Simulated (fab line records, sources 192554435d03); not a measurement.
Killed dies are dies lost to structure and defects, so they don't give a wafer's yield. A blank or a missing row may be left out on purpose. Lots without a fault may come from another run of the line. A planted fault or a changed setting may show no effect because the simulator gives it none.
fab line records | flow n5_finfet
record lots=7 wafers=39
route steps=1938 shown BEOL_M11@1536 BEOL_M15@1809 TV_OPEN@1887
start_h: hours from the record's first day to the start of the lot's first wafer shown | wait_h: hours since the lot's step before | " the same as in the row above | L1.1+2: a row that stands for several wafers | - no value, or no start given | * or withheld: withheld | < > ~ a bound
route shown NAME@n: a module of which the file shows steps, and the number in the route of the first | usual: mean/standard deviation of fault-free wafers | same: alike in all rows | chamber/n: place in a boat | sites: the reading at each site | _std_site: their standard deviation | _edge_site: outer sites' mean less inner sites' | radius_mm: how far each site lies from the wafer's centre | mask NAME#n: copy n | behind: the tool/chamber that last shaped the wafer | hold: why the lot was held/for how many hours/how that ended | device: the transistor (n, p or np) that didn't switch | end of line: the same wafers' tests at the end of the route | a step without rows: its recipe alone | killed: dies lost to structure and defects at the first sort, not the wafer's yield | map: a wafer's dies, x killed, . not, _ none there
set.NAME: the setting as run; set.NAME@STEP: as run at that earlier step | model.NAME: the simulator's own value behind a step, which no gauge read
lots whose settings were changed on purpose; a table a step, a row a wafer
## steps
# step N5_BEOL_M11_ILD_DEP_00
# recipe material=SiCOH_lowk target_thk_a=3085.1 temp_c=300 precursor=DEMS/porogen pressure_torr=5 rf_w=500 time_s=58
# columns lot.wafer tool chamber start_h wait_h set.target_thk_a model.SiCOH_lowk_of_BEOL_M11_ILD_DEP_00.thk_nm
L074.1 pecvd-03 0 260.47 0.0 3614 359
L074.2 " 2 " " 3085.1 305.2
L074.3 " 1 " " 3614 357
L074.4 " 0 " " 3085.1 312.6
L074.5 " 2 " " 3614 362.6
L074.6 " 1 " " 3085.1 310.8
L076.1 pecvd-03 0 298.56 0.0 3085.1 300.4
L076.2 " 1 " " 3085.1 302.4
L076.3 " 2 " " 2303 227.4
L076.4 " 0 " " 3085.1 310
L076.5 " 1 " " 2303 227.8
L076.6 " 2 " " 2303 227.6
L077.1 pecvd-04 0 307.13 0.0 3085.1 305.2
L077.2 " 2 " " 3085.1 305
L077.3 " 1 " " 3085.1 306.4
L077.4 " 1 " " 3085.1 311.8
L077.5 " 2 " " 3085.1 309.4
L077.6 " 0 " " 3085.1 309.2
L078.1 pecvd-03 0 315.25 0.0 3085.1 311.6
L078.2 " 1 " " 3085.1 308
L078.5 " 2 " " 3085.1 317
L091.1 pecvd-01 0 379.30 0.0 4886 486.4
L091.2 " 2 " " 4886 483.4
L091.3 " 1 " " 3085.1 301.2
L091.4 " 1 " " 3085.1 304.4
L091.5 " 2 " " 3085.1 314.2
L091.6 " 0 " " 4886 490.2
L093.1+3+4 pecvd-04 0,2,1 382.44 0.0 3085.1 309.2
L093.2 " 1 " " 3085.1 307.6
L093.5 " 2 " " 3085.1 311.6
L093.6 " 0 " " 3085.1 311.8
L095.1 pecvd-03 2 435.38 0.0 3085.1 304.8
L095.2 " 1 " " 3085.1 306.8
L095.3 " 0 " " 3085.1 308.2
L095.4 " 1 " " 3085.1 312.4
L095.5 " 0 " " 3085.1 311
L095.6 " 2 " " 3085.1 315.4
# step N5_BEOL_M11_CURE_71
# recipe temp_c=385 time_s=240 ambient=He/Ar material=SiCOH_lowk
# columns lot.wafer tool chamber start_h wait_h set.target_thk_a@BEOL_M11_ILD_DEP_00 model.SiCOH_lowk_of_BEOL_M11_ILD_DEP_00.thk_nm
L074.1 uv_cure-02 2 260.54 0.0 3614 312.8
L074.2 " 2 " " 3085.1 265.2
L074.3 " 2 " " 3614 311
L074.4 " 2 " " 3085.1 271.6
L074.5 " 2 " " 3614 315.8
L074.6 " 2 " " 3085.1 270
L076.1 uv_cure-01 2 298.64 0.0 3085.1 260.8
L076.2 " 2 " " 3085.1 262.6
L076.3 " 2 " " 2303 196.6
L076.4 " 2 " " 3085.1 269.4
L076.5 " 2 " " 2303 197
L076.6 " 2 " " 2303 196.8
L077.1 uv_cure-01 1 307.20 0.0 3085.1 265
L077.2 " 1 " " 3085.1 264.8
L077.3 " 1 " " 3085.1 266.2
L077.4 " 1 " " 3085.1 271
L077.5 " 1 " " 3085.1 268.8
L077.6 " 1 " " 3085.1 268.6
L078.1 uv_cure-03 2 315.33 0.0 3085.1 270.6
L078.2 " 2 " " 3085.1 267.4
L078.5 " 2 " " 3085.1 275.6
L091.1 uv_cure-02 0 379.81 0.5 4886 426.6
L091.2 " 0 " " 4886 424
L091.3 " 0 " " 3085.1 261.4
L091.4 " 0 " " 3085.1 264.4
L091.5 " 0 " " 3085.1 273
L091.6 " 0 " " 4886 430.2
L093.1+3+4 uv_cure-03 1 382.52 0.0 3085.1 268.6
L093.2 " 1 " " 3085.1 267.2
L093.5 " 1 " " 3085.1 270.8
L093.6 " 1 " " 3085.1 271
L095.1 uv_cure-01 1 435.46 0.0 3085.1 264.6
L095.2 " 1 " " 3085.1 266.4
L095.3 " 1 " " 3085.1 267.8
L095.4 " 1 " " 3085.1 271.4
L095.5 " 1 " " 3085.1 270.2
L095.6 " 1 " " 3085.1 274
# step N5_BEOL_M11_THK_MEAS_01
# recipe reads=SiCOH_lowk_of_BEOL_M11_ILD_DEP_00
# usual M11_ILD_THK=269/3.3
# columns lot.wafer tool chamber start_h wait_h set.target_thk_a@BEOL_M11_ILD_DEP_00 M11_ILD_THK[nm]
L074.1 film_metro-02 - 261.06 0.4 3614 313
L074.2 " - " " 3085.1 265
L074.3 " - " " 3614 311
L074.4 " - " " 3085.1 272
L074.5 " - " " 3614 316
L074.6 " - " " 3085.1 270
L076.1 film_metro-02 - 299.15 0.4 3085.1 261
L076.2 " - " " 3085.1 263
L076.3 " - " " 2303 197
L076.4 " - " " 3085.1 269
L076.5 " - " " 2303 197
L076.6 " - " " 2303 197
L077.1 film_metro-02 - 307.72 0.4 3085.1 265
L077.2 " - " " 3085.1 265
L077.3 " - " " 3085.1 266
L077.4 " - " " 3085.1 271
L077.5 " - " " 3085.1 269
L077.6 " - " " 3085.1 268
L078.1 film_metro-02 - 315.84 0.4 3085.1 271
L078.2 " - " " 3085.1 268
L078.5 " - " " 3085.1 275
L091.1 film_metro-01 - 380.32 0.4 4886 426
L091.2 " - " " 4886 424
L091.3 " - " " 3085.1 262
L091.4 " - " " 3085.1 264
L091.5 " - " " 3085.1 273
L091.6 " - " " 4886 430
L093.1 film_metro-01 - 383.04 0.4 3085.1 268
L093.2 " - " " 3085.1 267
L093.3 " - " " 3085.1 268
L093.4 " - " " 3085.1 268
L093.5 " - " " 3085.1 271
L093.6 " - " " 3085.1 271
L095.1 film_metro-01 - 435.97 0.4 3085.1 265
L095.2 " - " " 3085.1 266
L095.3 " - " " 3085.1 268
L095.4 " - " " 3085.1 271
L095.5 " - " " 3085.1 270
L095.6 " - " " 3085.1 274
# step N5_BEOL_M11_CVD_75
# recipe material=Co target_thk_a=20 temp_c=withheld precursor=CCTBA/H2 pressure_torr=30 time_s=138.9
# columns lot.wafer tool chamber start_h wait_h set.target_thk_a model.Co_of_BEOL_M11_CVD_75.thk_nm
L074.1 cvd_co-01 0 266.54 0.3 20 1.8
L074.2+5 " 2,0 " " 9.81 0.8
L074.3 " 1 " " 9.81 1
L074.4+6 " 2,1 " " 20 2
L076.1+3+4 cvd_co-01 2,1,0 307.17 0.0 12.36 1.2
L076.2+5+6 " 0,1,2 " " 20 2
L077.1+2+5+6 cvd_co-01 0,2,1,0 313.68 0.1 20 1.8
L077.3+4 " 1,2 " " 20 2
L078.1+2+5 cvd_co-01 1,2,0 322.88 0.0 20 1.8
L091.1+5 cvd_co-02 2,0 385.45 0.1 20 2
L091.2 " 0 " " 20 1.8
L091.3 " 1 " " 14.81 1.4
L091.4+6 " 1,2 " " 14.81 1.6
L093.1 cvd_co-02 2 390.88 0.3 8.981 1
L093.2+5 " 1 " " 8.981 0.8
L093.3+4+6 " 0,0,2 " " 20 2
L095.1+3+4 cvd_co-01 2,1,1 442.84 0.1 20 2.2
L095.2 " 0 " " 9.318 0.8
L095.5 " 0 " " 9.318 1
L095.6 " 2 " " 9.318 1.2
# step N5_BEOL_M15_TRENCH_ETCH_34
# recipe chemistry=C4F8/O2/Ar target=SiO2 target_depth_a=8729.3 he_inner_torr=15 he_outer_torr=30 time_s=199 ion_energy_ev=800 pressure_mtorr=20 source_w=1905 bias_w=2040 Ar_flow_sccm=400 C4F8_flow_sccm=16 O2_flow_sccm=12
# columns lot.wafer tool chamber start_h wait_h set.time_s model.etch.depth_nm model.coat_of_BEOL_M15_COAT_22.thk_nm
L074.1 rie_diel-03 2 292.34 0.0 267 1150 494.4
L074.2 " 3 " " 199 876.9 545.2
L074.3 " 0 " " 199 857.5 549.4
L074.4 " 1 " " 267 1174 487.4
L074.5 " 0 " " 267 1155 494.4
L074.6 " 1 " " 199 876.2 544
L076.1 rie_diel-03 0 327.81 0.0 199 843.1 550
L076.2 " 1 " " 199 861.5 545
L076.3 " 3 " " 199 855.5 549.6
L076.4 " 2 " " 199 848.5 551.8
L076.5 " 3 " " 199 859.3 549.6
L076.6 " 2 " " 199 847.5 550.4
L077.1 rie_diel-06 2 335.35 0.0 199 852.9 549
L077.2 " 3 " " 261.8 1132 490.6
L077.3 " 0 " " 261.8 1157 482.6
L077.4 " 1 " " 199 880.9 539.6
L077.5 " 0 " " 261.8 1157 485.4
L077.6 " 3 " " 199 861.2 545.6
L078.1 rie_diel-03 2 345.85 0.0 199 856.8 550.4
L078.2 " 3 " " 199 868.9 546.2
L078.5 " 3 " " 199 859.3 548.6
L091.1 rie_diel-06 0 412.69 0.0 199 889.2 534.6
L091.2 " 3 " " 262.2 1147 488.6
L091.3 " 2 " " 199 869.3 540.8
L091.4 " 1 " " 262.2 1178 477.8
L091.5 " 0 " " 262.2 1189 473.2
L091.6 " 1 " " 199 894.9 535.4
L093.1 rie_diel-06 3 416.48 0.0 199 858.8 547.8
L093.2 " 0 " " 199 889 537.2
L093.3 " 1 " " 199 883.9 537.8
L093.4 " 2 " " 199 866.3 546
L093.5 " 0 " " 199 887.7 538.4
L093.6 " 3 " " 199 868.6 546.2
L095.1 rie_diel-03 3 462.56 0.0 251.5 1086 504.2
L095.2 " 0 " " 251.5 1097 500.8
L095.3 " 2 " " 199 845.4 550
L095.4 " 1 " " 199 869.4 544.8
L095.5 " 0 " " 251.5 1097 498.6
L095.6 " 3 " " 199 855.3 549
# step N5_BEOL_M15_STRIP_36
# recipe chemistry=O2 power_w=600 temp_c=60 pressure_mtorr=30 rf_frequency_hz=6e+07 bias_power_w=0 overash_fraction=0.3 o2_flow_sccm=225
# step N5_BEOL_M15_ECD_47
# recipe material=Cu target_thk_a=18600
# step N5_BEOL_M15_ANNEAL_48
# recipe temp_c=225 time_s=90 ambient=N2
# step N5_BEOL_M15_CMP_49
# recipe stop_on=SiO2 t_overpolish_s=4.9 down_force_psi=2 platen_rpm=80 clearing_platen_down_force_psi=2 clearing_platen_rpm=80 post_cmp_clean=cu_alkaline target_thk_nm=850 clearing_platen_pad_velocity_m_s=1.5917 pad_velocity_m_s=1.5917
# columns lot.wafer tool chamber start_h wait_h set.time_s@BEOL_M15_TRENCH_ETCH_34 model.Cu_of_BEOL_M15_ECD_47.thk_nm
L074.2 cmp-01 1 293.87 0.2 199 853.4
L074.3 " 2 " " 199 834.8
L074.1 " 3 " " 267 1128
L074.4 " 0 " " 267 1151
L074.6 " 1 " " 199 852.4
L074.5 " 2 " " 267 1132
L076.2 cmp-01 0 331.58 0.2 199 839
L076.3 " 1 " " 199 832
L076.4 " 2 " " 199 825.4
L076.1 " 3 " " 199 820
L076.5 " 0 " " 199 836
L076.6 " 1 " " 199 823.2
L077.3 cmp-03 1 340.68 0.2 261.8 1133
L077.4 " 2 " " 199 856
L077.1 " 3 " " 199 828.6
L077.2 " 0 " " 261.8 1108
L077.6 " 1 " " 199 836.8
L077.5 " 2 " " 261.8 1131
L078.1 cmp-01 1 348.28 0.3 199 833.8
L078.2 " 2 " " 199 845.8
L078.5 " 1 " " 199 836.8
L091.3 cmp-04 0 414.80 0.2 199 847.4
L091.2 " 1 " " 262.2 1123
L091.1 " 2 " " 199 866.6
L091.4 " 3 " " 262.2 1156
L091.6 " 0 " " 199 871
L091.5 " 1 " " 262.2 1165
L093.3 cmp-04 1 419.68 0.2 199 861.4
L093.4 " 2 " " 199 843
L093.2 " 3 " " 199 865.4
L093.1 " 0 " " 199 837.4
L093.5 " 1 " " 199 864.6
L093.6 " 2 " " 199 846.4
L095.1 cmp-03 3 467.95 0.3 251.5 1064
L095.2+5 " 0 " " 251.5 1075
L095.3 " 1 " " 199 823.2
L095.4 " 2 " " 199 847.4
L095.6 " 3 " " 199 832.8
# step N5_BEOL_M15_THK_MEAS_50
# recipe thk_meas_gauge=xrf reads=Cu_of_BEOL_M15_ECD_47
# usual M15_THK=861/14
# columns lot.wafer tool chamber start_h wait_h set.time_s@BEOL_M15_TRENCH_ETCH_34 M15_THK[nm]
L074.1 film_metro-01 - 294.17 - 267 1156
L074.2 " - " " 199 873
L074.3 " - " " 199 852
L074.4 " - " " 267 1180
L074.5 " - " " 267 1156
L074.6 " - " " 199 876
L076.1 film_metro-01 - 331.87 - 199 830
L076.2 " - " " 199 848
L076.3 " - " " 199 840
L076.4 " - " " 199 835
L076.5 " - " " 199 847
L076.6 " - " " 199 831
L077.1 film_metro-01 - 340.97 - 199 843
L077.2 " - " " 261.8 1124
L077.3 " - " " 261.8 1146
L077.4 " - " " 199 870
L077.5 " - " " 261.8 1145
L077.6 " - " " 199 849
L078.1 film_metro-01 - 348.58 - 199 848
L078.2 " - " " 199 861
L078.5 " - " " 199 853
L091.1 film_metro-01 - 415.10 - 199 870
L091.2 " - " " 262.2 1124
L091.3 " - " " 199 846
L091.4 " - " " 262.2 1151
L091.5 " - " " 262.2 1164
L091.6 " - " " 199 873
L093.1 film_metro-01 - 419.97 - 199 859
L093.2 " - " " 199 886
L093.3 " - " " 199 883
L093.4 " - " " 199 865
L093.5 " - " " 199 883
L093.6 " - " " 199 868
L095.1 film_metro-01 - 468.24 - 251.5 1079
L095.2 " - " " 251.5 1091
L095.3 " - " " 199 833
L095.4 " - " " 199 857
L095.5 " - " " 251.5 1092
L095.6 " - " " 199 842
# step N5_BEOL_M15_PRE_CLEAN_52
# recipe gas=NH3 time_s=15 temp_c=withheld rf_power_w=300
# step N5_BEOL_M15_DEP_53
# recipe material=SiCN target_thk_a=500 temp_c=withheld precursor=3MS/NH3 pressure_torr=3 rf_w=675 time_s=17.8
# step N5_BEOL_M15_RS_MEAS_54
# recipe thk_meas_gauge=four-point-probe reads=Cu_of_BEOL_M15_ECD_47+Ta_of_BEOL_M15_SPUTTER_44+TaN_of_BEOL_M15_SPUTTER_43
# usual M15_RS=0.0216/0.00035
# columns lot.wafer tool chamber start_h wait_h set.time_s@BEOL_M15_TRENCH_ETCH_34 M15_RS[ohm/sq]
L074.1 film_metro-02 - 294.30 0.0 267 0.0162
L074.2 " - " " 199 0.0214
L074.3 " - " " 199 0.0219
L074.4 " - " " 267 0.0159
L074.5 " - " " 267 0.0161
L074.6 " - " " 199 0.0215
L076.1 film_metro-02 - 332.03 0.1 199 0.0224
L076.2 " - " " 199 0.0218
L076.3 " - " " 199 0.0220
L076.4 " - " " 199 0.0222
L076.5 " - " " 199 0.0219
L076.6 " - " " 199 0.0223
L077.1 film_metro-01 - 341.10 0.0 199 0.0222
L077.2 " - " " 261.8 0.0165
L077.3 " - " " 261.8 0.0161
L077.4 " - " " 199 0.0214
L077.5 " - " " 261.8 0.0162
L077.6 " - " " 199 0.0219
L078.1 film_metro-01 - 348.71 0.0 199 0.0220
L078.2 " - " " 199 0.0217
L078.5 " - " " 199 0.0219
L091.1 film_metro-01 - 415.23 0.0 199 0.0212
L091.2 " - " " 262.2 0.0163
L091.3 " - " " 199 0.0217
L091.4 " - " " 262.2 0.0158
L091.5 " - " " 262.2 0.0157
L091.6 " - " " 199 0.0211
L093.1 film_metro-01 - 420.10 0.0 199 0.0219
L093.2 " - " " 199 0.0212
L093.3 " - " " 199 0.0213
L093.4 " - " " 199 0.0218
L093.5 " - " " 199 0.0212
L093.6 " - " " 199 0.0217
L095.1 film_metro-01 - 468.37 0.0 251.5 0.0172
L095.2 " - " " 251.5 0.0170
L095.3 " - " " 199 0.0223
L095.4 " - " " 199 0.0217
L095.5 " - " " 251.5 0.0171
L095.6 " - " " 199 0.0220
# step N5_PASSIVATION_PASS_ETCH_74
# recipe chemistry=CF4/O2 target=SiNx target_depth_a=2200 time_s=110 ion_energy_ev=100 pressure_mtorr=40 source_w=535 bias_w=49 Ar_flow_sccm=100 cf4_flow_sccm=100 O2_flow_sccm=10
# columns lot.wafer tool chamber start_h wait_h set.target_depth_a model.etch.depth_nm model.TV_OPEN.cd_offset_nm
L074.1 rie_diel-06 3 300.55 0.0 1535 152.9 3.2
L074.2 " 2 " " 2200 221.1 0.4
L074.3 " 1 " " 1535 157.7 2.8
L074.4 " 1 " " 2200 224.9 -0.2
L074.5 " 2 " " 2200 221.3 -0.2
L074.6 " 3 " " 1535 154.8 3
L076.1 rie_diel-03 0 340.22 0.0 2200 217.3 0.6
L076.2 " 1 " " 1085 109.3 4.8
L076.3 " 2 " " 1085 106 4.8
L076.4 " 3 " " 1085 107.7 5
L076.5 " 1 " " 2200 220.5 0
L076.6 " 2 " " 2200 212.8 0.2
L077.1 rie_diel-06 2 350.39 0.0 3130 310.2 -3.6
L077.2 " 3 " " 2200 220.7 0.6
L077.3 " 0 " " 2200 224.8 -0.2
L077.4 " 1 " " 2200 224.5 -0.4
L077.5 " 2 " " 3130 310.5 -3.6
L077.6 " 1 " " 3130 314.7 -4.2
L078.1 rie_diel-01 1 356.79 0.0 2200 218.1 0.4
L078.2 " 0 " " 2200 216.9 0.4
L078.5 " 2 " " 2200 230.1 0
L091.1 rie_diel-01 2 424.65 0.0 3475 357.2 -5.6
L091.2 " 0 " " 2200 214.7 0.4
L091.3 " 3 " " 2200 223 -0.2
L091.4 " 1 " " 3475 340.2 -5.2
L091.5 " 2 " " 2200 225.1 -0.6
L091.6 " 1 " " 3475 341.2 -5.4
L093.1 rie_diel-03 3 428.37 0.0 2200 213.2 0.2
L093.2 " 1 " " 1556 154.9 2.6
L093.3 " 2 " " 1556 149.7 3
L093.4 " 0 " " 2200 219 -0.2
L093.5 " 3 " " 1556 152 2.8
L093.6 " 0 " " 2200 220.8 -0.4
L095.1 rie_diel-03 1 475.72 0.0 3401 343.6 -4.8
L095.2 " 0 " " 2200 223.4 0.6
L095.3 " 3 " " 3401 335.3 -4.4
L095.4 " 2 " " 2200 215.8 0.4
L095.5 " 1 " " 3401 341.7 -5
L095.6 " 2 " " 2200 211.8 0.6
# step N5_PASSIVATION_VIA_ETCH_13
# recipe chemistry=CHF3/O2 target=SiO2 target_depth_a=6600 CHF3_flow_sccm=50 O2_flow_sccm=5 Ar_flow_sccm=200 time_s=330 mask_material=PR pressure_mtorr=30 source_w=650 bias_w=170 ion_energy_ev=200 ends=cleared
# columns lot.wafer tool chamber start_h wait_h set.target_depth_a@PASSIVATION_PASS_ETCH_74 model.TV_OPEN.cd_offset_nm
L074.1 rie_diel-06 3 300.65 0.0 1535 5.2
L074.2 " 2 " " 2200 2.8
L074.3 " 1 " " 1535 4.8
L074.4+5 " 1,2 " " 2200 1.8
L074.6 " 3 " " 1535 5
L076.1 rie_diel-03 0 340.31 0.0 2200 2.6
L076.2+3 " 1,2 " " 1085 6.6
L076.4 " 3 " " 1085 7.2
L076.5+6 " 1,2 " " 2200 1.8
L077.1 rie_diel-06 2 350.48 0.0 3130 -2
L077.2 " 3 " " 2200 2.6
L077.3 " 0 " " 2200 1.8
L077.4 " 1 " " 2200 1.2
L077.5 " 2 " " 3130 -1.4
L077.6 " 1 " " 3130 -2.8
L078.1 rie_diel-01 1 356.88 0.0 2200 1.8
L078.2 " 0 " " 2200 2.2
L078.5 " 2 " " 2200 2
L091.1 rie_diel-01 2 424.74 0.0 3475 -4
L091.2 " 0 " " 2200 2.8
L091.3 " 3 " " 2200 1.6
L091.4+6 " 1 " " 3475 -3.4
L091.5 " 2 " " 2200 1.2
L093.1 rie_diel-03 3 428.46 0.0 2200 2.4
L093.2 " 1 " " 1556 4.8
L093.3+5 " 2,3 " " 1556 5
L093.4 " 0 " " 2200 1.8
L093.6 " 0 " " 2200 1.6
L095.1 rie_diel-03 1 475.81 0.0 3401 -3.2
L095.2+4 " 0,2 " " 2200 2.2
L095.3 " 3 " " 3401 -2.6
L095.5 " 1 " " 3401 -3.8
L095.6 " 2 " " 2200 2
# step N5_PASSIVATION_STRIP_14
# recipe chemistry=O2 power_w=600 temp_c=60 pressure_mtorr=30 rf_frequency_hz=6e+07 bias_power_w=0 overash_fraction=0.5 o2_flow_sccm=225
# step N5_PASSIVATION_ETCH_15
# recipe chemistry=CF4/N2 target=SiCN target_depth_a=750 taper_deg=2 time_s=81.2 ion_energy_ev=150 mask_material=SiNx pressure_mtorr=40 source_w=430 bias_w=70 Ar_flow_sccm=100 cf4_flow_sccm=60 n2_flow_sccm=60
# columns lot.wafer tool chamber start_h wait_h set.target_depth_a@PASSIVATION_PASS_ETCH_74 model.TV_OPEN.cd_offset_nm
L074.1+6 rie_diel-06 3 - - 1535 5.2
L074.2 " 2 " " 2200 2.8
L074.3 " 1 " " 1535 4.8
L074.4+5 " 1,2 " " 2200 1.8
L076.1 rie_diel-03 0 - - 2200 2.6
L076.2 " 1 " " 1085 6.6
L076.3 " 2 " " 1085 6.8
L076.4 " 3 " " 1085 7.2
L076.5 " 1 " " 2200 1.8
L076.6 " 2 " " 2200 2
L077.1 rie_diel-06 2 - - 3130 -2
L077.2 " 3 " " 2200 2.6
L077.3 " 0 " " 2200 1.8
L077.4 " 1 " " 2200 1.2
L077.5 " 2 " " 3130 -1.4
L077.6 " 1 " " 3130 -2.8
L078.1 rie_diel-01 1 - - 2200 1.8
L078.2 " 0 " " 2200 2.2
L078.5 " 2 " " 2200 2
L091.1 rie_diel-01 2 - - 3475 -3.8
L091.2 " 0 " " 2200 2.8
L091.3 " 3 " " 2200 1.6
L091.4+6 " 1 " " 3475 -3.4
L091.5 " 2 " " 2200 1.4
L093.1 rie_diel-03 3 - - 2200 2.4
L093.2 " 1 " " 1556 4.8
L093.3+5 " 2,3 " " 1556 5
L093.4 " 0 " " 2200 1.6
L093.6 " 0 " " 2200 1.4
L095.1 rie_diel-03 1 - - 3401 -3
L095.2+6 " 0,2 " " 2200 2.2
L095.3 " 3 " " 3401 -2.4
L095.4 " 2 " " 2200 2.4
L095.5 " 1 " " 3401 -3.8
## key
split step=N5_BEOL_M11_ILD_DEP_00 setting=target_thk_a stated=3085.1 by=wafer
response step=N5_BEOL_M11_ILD_DEP_00 reading=model.SiCOH_lowk_of_BEOL_M11_ILD_DEP_00.thk_nm change=+3.06 per=1% r=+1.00
response step=N5_BEOL_M11_CURE_71 reading=model.SiCOH_lowk_of_BEOL_M11_ILD_DEP_00.thk_nm change=+2.73 per=1% r=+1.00
response step=N5_BEOL_M11_THK_MEAS_01 reading=M11_ILD_THK change=+2.73 per=1% r=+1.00
split step=N5_BEOL_M11_CVD_75 setting=target_thk_a stated=20 by=wafer
response step=N5_BEOL_M11_CVD_75 reading=model.Co_of_BEOL_M11_CVD_75.thk_nm change=+0.0209 per=1% r=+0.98
split step=N5_BEOL_M15_TRENCH_ETCH_34 setting=time_s stated=199 by=wafer
response step=N5_BEOL_M15_TRENCH_ETCH_34 reading=model.etch.depth_nm change=+8.84 per=1% r=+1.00
response step=N5_BEOL_M15_TRENCH_ETCH_34 reading=model.coat_of_BEOL_M15_COAT_22.thk_nm change=-1.74 per=1% r=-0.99
response step=N5_BEOL_M15_CMP_49 reading=model.Cu_of_BEOL_M15_ECD_47.thk_nm change=+8.84 per=1% r=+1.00
response step=N5_BEOL_M15_THK_MEAS_50 reading=M15_THK change=+8.93 per=1% r=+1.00
response step=N5_BEOL_M15_RS_MEAS_54 reading=M15_RS change=-0.000173 per=1% r=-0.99
split step=N5_PASSIVATION_PASS_ETCH_74 setting=target_depth_a stated=2200 by=wafer
response step=N5_PASSIVATION_PASS_ETCH_74 reading=model.etch.depth_nm change=+2.18 per=1% r=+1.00
response step=N5_PASSIVATION_PASS_ETCH_74 reading=model.TV_OPEN.cd_offset_nm change=-0.0933 per=1% r=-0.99
response step=N5_PASSIVATION_VIA_ETCH_13 reading=model.TV_OPEN.cd_offset_nm change=-0.0954 per=1% r=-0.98
response step=N5_PASSIVATION_ETCH_15 reading=model.TV_OPEN.cd_offset_nm change=-0.0958 per=1% r=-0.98
